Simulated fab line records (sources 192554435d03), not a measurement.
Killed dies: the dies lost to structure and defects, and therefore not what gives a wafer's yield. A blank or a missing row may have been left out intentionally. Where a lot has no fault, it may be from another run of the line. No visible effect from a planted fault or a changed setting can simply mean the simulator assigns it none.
Matching of chambers | flow n5 finfet | N5_BEOL_M5_CO_CAP_78 on cvd co-02 has 3 sister chambers
The step material Co, precursor CCTBA/H2, target thk 2 nm, time 102.1 s. 3 wafers are shown with their chamber, then 12 later ones without.

== WAFERS WITH THEIR CHAMBER ==
wafer  | chamber | heater power w (W)
L088.1 | 1       | 231
L088.2 | 2       | 216
L088.5 | 0       | 273

== WAFERS MISSING THEIR CHAMBER ==
wafer  | heater power w (W)
L090.4 | 268
L090.5 | 223
L090.6 | 239
L094.2 | 271
L094.3 | 223
L094.4 | 269
L093.1 | 264
L093.4 | 272
L093.5 | 236
L097.2 | 222
L097.4 | 213
L097.5 | 226

== WHICH CHAMBER EACH ONE RAN IN ==
wafer  | from the rows above     | in truth
L090.4 | 0                       | 0
L090.5 | can't be placed: 2 or 1 | 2
L090.6 | 1                       | 1
L094.2 | 0                       | 0
L094.3 | can't be placed: 2 or 1 | 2
L094.4 | 0                       | 0
L093.1 | 0                       | 0
L093.4 | 0                       | 0
L093.5 | 1                       | 1
L097.2 | can't be placed: 2 or 1 | 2
L097.4 | 2                       | 2
L097.5 | can't be placed: 1 or 2 | 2
Correct placement for 8 of the 12. Not placeable from these rows: 4 (in 4, the candidates include the true chamber). 0 placed wrongly.
How it was worked out, from the rows above alone: a wafer's distance from a chamber is the root of the sum, over the readings, of the square of ((its reading less the chamber's mean) divided by the reading's scatter). The wafer belongs to the nearest chamber; if the next one is less than 2 further off, it can't be placed. For every chamber, the mean is computed from those of its wafers that are shown. The scatter: with one shown wafer a chamber, the root of the mean of the squares of how far each hidden wafer lies from its nearest shown one.
